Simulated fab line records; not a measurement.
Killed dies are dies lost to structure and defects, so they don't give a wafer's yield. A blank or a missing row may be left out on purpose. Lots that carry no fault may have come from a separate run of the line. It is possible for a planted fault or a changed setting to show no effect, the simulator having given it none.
Which of the tools did it? | flow n5 finfet | 30 wafers from 10 lots sampled at 5 of the route's 1938 steps

## WHAT THE GAUGES READ, wafer by wafer
N5_BEOL_M4_RC_MEAS_101.
lot  | measured     | on        | DIBL_N (mV/V)
L991 | day 9 00:26  | prober-01 | 34.8 36.4 32.5
L992 | day 9 04:48  | prober-02 | 36.3 38.0 36.7
L994 | day 9 14:31  | prober-01 | 37.4 37.1 35.0
L996 | day 9 16:41  | prober-01 | 36.4 36.4 35.4
L997 | day 10 06:41 | prober-02 | 36.4 34.8 36.5
L104 | day 11 15:05 | prober-02 | 34.8 34.5 34.4
L107 | day 12 12:24 | prober-01 | 37.8 34.7 37.3
L111 | day 13 21:41 | prober-01 | 36.2 35.4 34.2
L109 | day 13 21:21 | prober-02 | 36.1 37.1 37.0
L112 | day 14 04:16 | prober-02 | 36.1 35.0 38.2

## WHAT TOOL EACH LOT RAN ON (gives the tool, then ch and the chambers of the sampled wafers, and finally the start)
lot  | N5_BEOL_M1_ANNEAL_80         | N5_BEOL_M1_SPUTTER_90        | N5_BEOL_M1_ANNEAL_91         | N5_BEOL_M2_ILD_DEP_00
L991 | pvd sputter-01, day 7 15:20  | pvd sputter-01, day 7 16:08  | pvd sputter-01, day 7 16:13  | pecvd-01 ch 0,2, day 7 17:55
L992 | pvd sputter-03, day 7 16:34  | pvd sputter-03, day 7 17:22  | pvd sputter-03, day 7 17:27  | pecvd-03 ch 0,1,2, day 7 19:22
L994 | pvd sputter-03, day 7 20:32  | pvd sputter-03, day 7 21:20  | pvd sputter-03, day 7 21:25  | pecvd-01 ch 0,2, day 7 23:08
L996 | pvd sputter-01, day 8 08:55  | pvd sputter-01, day 8 09:43  | pvd sputter-01, day 8 09:48  | pecvd-04 ch 0,2, day 8 11:29
L997 | pvd sputter-01, day 8 10:46  | pvd sputter-01, day 8 11:34  | pvd sputter-01, day 8 11:38  | pecvd-04 ch 0,2, day 8 13:35
L104 | pvd sputter-01, day 10 07:25 | pvd sputter-01, day 10 08:13 | pvd sputter-01, day 10 08:17 | pecvd-01 ch 0,2, day 10 10:01
L107 | pvd sputter-02, day 10 21:59 | pvd sputter-02, day 10 22:47 | pvd sputter-02, day 10 22:52 | pecvd-01 ch 0,2, day 11 00:34
L111 | pvd sputter-02, day 11 23:35 | pvd sputter-02, day 12 00:23 | pvd sputter-02, day 12 00:28 | pecvd-01 ch 0,2, day 12 02:10
L109 | pvd sputter-03, day 12 05:13 | pvd sputter-03, day 12 06:01 | pvd sputter-03, day 12 06:05 | pecvd-01 ch 0,1,2, day 12 07:47
L112 | pvd sputter-03, day 12 09:04 | pvd sputter-03, day 12 09:52 | pvd sputter-03, day 12 09:57 | pecvd-04 ch 0,1,2, day 12 11:38
- N5_BEOL_M1_ANNEAL_80: time 240 s.
- N5_BEOL_M1_SPUTTER_90: material Cu, target thk 4.5 nm, time 8.29 s.
- N5_BEOL_M1_ANNEAL_91: time 240 s.
- N5_BEOL_M2_ILD_DEP_00: deposits SiOC from DEMS/O2, target thk 79 nm, time 15.3 s.

## THE ANSWER, worked out from the rows above alone
Rule: the lots themselves supply what counts as usual. The widest of any qualifying gaps counts: lots, ordered by their means at a reading, are off when they make up no more than a third of the lots, leave a main group of 4 or more, and stand apart from it by 3 or more times the standard deviation of that group's means. A main group whose means are all the same, to the digits that the tables above print for the reading, isn't used. A lot without any number at a reading at which 4 lots or more have one is off too. All remaining lots with rows at the step are treated as sound.
None of the lots is off at any reading shown; this tells nothing.

## WHAT THE SIMULATOR PUT IN
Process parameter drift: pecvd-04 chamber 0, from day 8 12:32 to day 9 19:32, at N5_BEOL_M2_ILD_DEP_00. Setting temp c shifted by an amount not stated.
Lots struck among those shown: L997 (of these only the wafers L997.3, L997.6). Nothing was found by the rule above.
